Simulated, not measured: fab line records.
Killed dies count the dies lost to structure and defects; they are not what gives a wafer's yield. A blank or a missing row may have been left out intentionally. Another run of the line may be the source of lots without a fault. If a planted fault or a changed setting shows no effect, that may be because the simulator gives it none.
Chamber matching -- flow nand_harc -- rie_diel-12 running NHARC_A_STAIRCASE_ETCH_230: 4 sister chambers
The step etches the open film in C4F8/O2, target depth 100 nm, time 40.5 s. 8 wafers are shown with their chamber, then 9 later ones without.

WAFERS PAIRED WITH THEIR CHAMBERS
wafer,chamber,rf_vpp_V (V),oes_product_au (a.u.)
L581.4,0,887,0.956
L581.5,0,888,0.952
L584.2,2,893,0.975
L584.3,1,891,0.941
L584.4,3,894,0.939
L585.1,1,893,0.943
L585.4,2,893,0.958
L585.5,3,893,0.943

WAFERS WITH NO CHAMBER GIVEN
wafer,rf_vpp_V (V),oes_product_au (a.u.)
L588.1,887,0.965
L588.3,893,0.956
L588.4,893,0.960
L592.1,893,0.942
L592.2,893,0.925
L592.4,889,0.934
L591.1,894,0.979
L591.3,892,0.965
L591.5,887,0.971

EACH ONE'S CHAMBER
wafer,from the rows above,in truth
L588.1,0,0
L588.3,can't be placed: 2 or 3 or 1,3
L588.4,2,2
L592.1,can't be placed: 3 or 1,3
L592.2,can't be placed: 3 or 1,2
L592.4,can't be placed: 0 or 1 or 3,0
L591.1,2,2
L591.3,2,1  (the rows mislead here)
L591.5,0,0
Correct placement for 4 of the 9. Unplaceable from these rows: 4, with the true chamber sitting among the candidates in 3. Number placed wrongly: 1.
How it was worked out, from the rows above alone: a wafer's distance from a chamber is the root of the sum, over the readings, of the square of ((its reading less the chamber's mean) divided by the reading's scatter). If the next closest chamber is less than 2 further off than the closest, the wafer can't be placed; otherwise it belongs to the closest. Each chamber's mean is taken over the wafers shown for it. The scatter is the square root of a quotient: the sum, over the shown wafers, of each reading's squared deviation from its chamber's mean, divided by wafers minus chambers.
